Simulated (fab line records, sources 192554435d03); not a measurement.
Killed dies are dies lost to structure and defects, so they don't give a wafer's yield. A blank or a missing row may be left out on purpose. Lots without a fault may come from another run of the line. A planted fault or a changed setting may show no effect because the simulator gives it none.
Split-lot experiment | flow n5_finfet | 7 lots, 39 wafers read, on a route of 1938 steps

THE SPLIT
At N5_STI_FIN_REVEAL_ETCHBACK_08 (etches SiO2 in C4F6/O2, target depth 30.5 nm, time 10.167 s), the setting target_depth_a was moved away from the recipe's 305 angstrom on 12 of the 39 wafers read, by -42.2% to +31.0%. The other wafers ran this setting at the recipe's value.

FROM THE SPLIT TO THE READING: what the file shows between them, 3 steps
- N5_STI_FIN_REVEAL_STRIP_24: strips in N2/H2, time 90 s
- N5_STI_FIN_REVEAL_PRECLEAN_25: cleans in SPM, time 90 s
- N5_STI_FIN_REVEAL_SRD_23: time 30 s

THE READING
trench_depth_nm, in nm, at N5_STI_FIN_REVEAL_FIN_H_MEAS_10. Fault-free wafers of this fab line usually give 52.2 nm, standard deviation 0.88 nm.

wafer  | tool, chamber at the split | target_depth_a as run, angstrom | against the recipe | trench_depth_nm, nm | against lot-mates on the recipe
L084.1 | rie_diel-04, 0,2,3         | 305                             | recipe             | 51.4                | -
L084.2 | rie_diel-04, 0,2,3         | 305                             | recipe             | 51.7                | -
L084.6 | rie_diel-04, 0,2,3         | 305                             | recipe             | 51.6                | -
L085.1 | rie_diel-05, 3,2,1         | 305                             | recipe             | 52.8                | -
L085.2 | rie_diel-05, 1,0,2         | 176.2                           | -42.2%             | 38.9                | -13.0
L085.3 | rie_diel-05, 1,0,2         | 176.2                           | -42.2%             | 39.5                | -12.4
L085.4 | rie_diel-05, 3,2,1         | 305                             | recipe             | 52.2                | -
L085.5 | rie_diel-05, 1,0,2         | 176.2                           | -42.2%             | 39.1                | -12.8
L085.6 | rie_diel-05, 3,2,1         | 305                             | recipe             | 50.6                | -
L086.1 | rie_diel-05, 2,3,0         | 305                             | recipe             | 53.4                | -
L086.2 | rie_diel-05, 2,3,0         | 305                             | recipe             | 53.8                | -
L086.3 | rie_diel-05, 2,3,0         | 305                             | recipe             | 53.6                | -
L086.4 | rie_diel-05, 1,3,2         | 218.8                           | -28.3%             | 43.4                | -10.2
L086.5 | rie_diel-05, 1,3,2         | 218.8                           | -28.3%             | 44.8                | -8.8
L086.6 | rie_diel-05, 1,3,2         | 218.8                           | -28.3%             | 45.0                | -8.6
L089.1 | rie_diel-05, 2,0,3,1,0,3   | 305                             | recipe             | 52.8                | -
L089.2 | rie_diel-05, 2,0,3,1,0,3   | 305                             | recipe             | 52.8                | -
L089.3 | rie_diel-05, 2,0,3,1,0,3   | 305                             | recipe             | 52.7                | -
L089.4 | rie_diel-05, 2,0,3,1,0,3   | 305                             | recipe             | 50.7                | -
L089.5 | rie_diel-05, 2,0,3,1,0,3   | 305                             | recipe             | 52.4                | -
L089.6 | rie_diel-05, 2,0,3,1,0,3   | 305                             | recipe             | 52.1                | -
L090.1 | rie_diel-01, 1,2,0,3,1,0   | 305                             | recipe             | 51.6                | -
L090.2 | rie_diel-01, 1,2,0,3,1,0   | 305                             | recipe             | 53.6                | -
L090.3 | rie_diel-01, 1,2,0,3,1,0   | 305                             | recipe             | 51.4                | -
L090.4 | rie_diel-01, 1,2,0,3,1,0   | 305                             | recipe             | 51.9                | -
L090.5 | rie_diel-01, 1,2,0,3,1,0   | 305                             | recipe             | 51.9                | -
L090.6 | rie_diel-01, 1,2,0,3,1,0   | 305                             | recipe             | 52.4                | -
L092.1 | rie_diel-04, 3,1,0         | 399.6                           | +31.0%             | 60.8                | +9.7
L092.2 | rie_diel-04, 2,1,2         | 305                             | recipe             | 51.0                | -
L092.3 | rie_diel-04, 3,1,0         | 399.6                           | +31.0%             | 60.5                | +9.4
L092.4 | rie_diel-04, 3,1,0         | 399.6                           | +31.0%             | 59.7                | +8.6
L092.5 | rie_diel-04, 2,1,2         | 305                             | recipe             | 51.4                | -
L092.6 | rie_diel-04, 2,1,2         | 305                             | recipe             | 50.9                | -
L094.1 | rie_diel-01, 3,0,2         | 253                             | -17.0%             | 46.9                | -5.5
L094.2 | rie_diel-01, 1,1,0         | 305                             | recipe             | 52.4                | -
L094.3 | rie_diel-01, 3,0,2         | 253                             | -17.0%             | 47.8                | -4.6
L094.4 | rie_diel-01, 3,0,2         | 253                             | -17.0%             | 47.9                | -4.5
L094.5 | rie_diel-01, 1,1,0         | 305                             | recipe             | 52.3                | -
L094.6 | rie_diel-01, 1,1,0         | 305                             | recipe             | 52.5                | -
Where a row lists several chambers, the file gives one row for several wafers and doesn't say which wafer went through which chamber.

THE FIT
A straight line over all 39 wafers: trench_depth_nm changes by +0.286 nm for each +1% of target_depth_a; r = +0.98; the points scatter about the line by 0.86 nm.
The same after taking each lot's own level away (the mean of its wafers on the recipe; 39 wafers): +0.304 nm for each +1%; r = +0.99; scatter 0.61 nm.
On that fit, the largest move of target_depth_a shifts the reading by 13 nm.
The lots' own levels span 51.10 to 53.60 nm, that is 2.8 times the standard deviation above.
So the lot-to-lot level changes the slope little: the two slopes agree.
Check: with one of the wafers moved furthest among these (-42.2%) left out of the fit, the line predicts -12.8 nm for it against its lot-mates. It came out at -13 nm against them.

OTHER SPLITS ON THESE WAFERS
These wafers also went through other splits before the reading. Each is held against what the fit with the lots' levels taken away leaves over:
other split on the same wafers | wafers away from the commonest value | r with trench_depth_nm (lot level and that fit taken away)
N5_FIN_SAQP_HM_DEP_72 time_s   | 18                                   | -0.03

THE FILE'S OWN FIT
trench_depth_nm changes by +0.304 nm for each +1% of target_depth_a, r = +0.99.
